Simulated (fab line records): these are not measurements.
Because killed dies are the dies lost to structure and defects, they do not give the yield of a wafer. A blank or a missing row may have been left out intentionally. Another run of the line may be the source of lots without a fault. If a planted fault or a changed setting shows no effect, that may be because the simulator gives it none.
Split-lot trial	flow n5-finfet	7 lots, 21 wafers read, on a route of 1938 steps

## THE SPLIT
At N5_BEOL_M15_ETCH_61 (etches BARC in N2/H2, target depth 89 nm, overetch 26.7 nm, time 67.9 s), the setting time-s was moved away from the recipe's 67.9 s on 4 of the 21 wafers read, by -15.3% to +18.8%. For the rest of the wafers, this setting stayed at what the recipe calls for.

The reading comes from the split's own step.

## THE READING
coat_of_BEOL_M15_COAT_22.thk-nm (the simulator's own value, which no gauge read), in nm, at N5_BEOL_M15_ETCH_61 (etches BARC in N2/H2, target depth 89 nm, overetch 26.7 nm, time 67.9 s). There is no usual value for it anywhere in the file. Average 717.3 nm, standard deviation 3.3 nm, over the 17 wafers here run with the recipe.

wafer	tool, chamber at the split	time-s as run, s	against the recipe	coat_of_BEOL_M15_COAT_22.thk-nm, nm	against lot-mates on the recipe
L081.2	rie-diel-01, 0	67.9	recipe	716	-
L081.3	rie-diel-01, 1	80.66	+18.8%	697.6	-18.4
L081.6	rie-diel-01, 3	80.66	+18.8%	701.2	-14.8
L082.2	rie-diel-05, 2	67.9	recipe	715.4	-
L082.3	rie-diel-05, 3	67.9	recipe	709.8	-
L082.5	rie-diel-05, 2	67.9	recipe	716.2	-
L088.1	rie-diel-03, 3	67.9	recipe	714	-
L088.4	rie-diel-03, 2	67.9	recipe	716.2	-
L088.5	rie-diel-03, 3	67.9	recipe	715.2	-
L087.1	rie-diel-05, 2	67.9	recipe	722.6	-
L087.3	rie-diel-05, 3	67.9	recipe	715.4	-
L087.5	rie-diel-05, 0	77.1	+13.5%	707.8	-11.2
L089.3	rie-diel-01, 2	67.9	recipe	718.4	-
L089.4	rie-diel-01, 1	67.9	recipe	715.4	-
L089.5	rie-diel-01, 3	67.9	recipe	722.2	-
L092.2	rie-diel-03, 2	67.9	recipe	718.8	-
L092.5	rie-diel-03, 1	67.9	recipe	721.6	-
L092.6	rie-diel-03, 0	57.48	-15.3%	729.8	+9.6
L096.3	rie-diel-03, 0	67.9	recipe	716.8	-
L096.4	rie-diel-03, 1	67.9	recipe	722	-
L096.5	rie-diel-03, 2	67.9	recipe	718	-

THE FIT
A straight line over all 21 wafers: coat_of_BEOL_M15_COAT_22.thk-nm changes by -0.881 nm for each +1% of time-s; r = -0.90; the points scatter about the line by 3.2 nm.
The same after taking each lot's own level away (the mean of its wafers on the recipe; 21 wafers): -0.811 nm for each +1%; r = -0.93; scatter 2.4 nm.
That fit puts the effect of the largest move of time-s on the reading at 15 nm.
The lots' own levels span 713.80 to 720.20 nm, that is 1.9 times the standard deviation above.
The two slopes agree, so the slope changes little with the lot-to-lot level.
Check: for one of the wafers moved furthest among these (+18.8%), held out of the fit, the line's prediction against its lot-mates is -14.2 nm. It came out at -18.4 nm against them.

## THESE WAFERS: OTHER SPLITS
These wafers also went through other splits before the reading. Each is held against what the fit with the lots' levels taken away leaves over:
other split on the same wafers	wafers away from the commonest value	r with coat_of_BEOL_M15_COAT_22.thk-nm (lot level and that fit taken away)
N5_BEOL_M10_ETCH_62 time-s	6	+0.24
N5_BEOL_M10_PEB_26 peb-time-s	5	-0.11
N5_BEOL_M11_VIA_ETCH_34 time-s	10	-0.16
N5_BEOL_M12_COAT_65 spin-rpm	10	+0.26
N5_BEOL_M13_COAT_58 spin-rpm	10	+0.15

## FILE'S OWN FIT
coat_of_BEOL_M15_COAT_22.thk-nm changes by -0.791 nm for each +1% of time-s, r = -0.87.
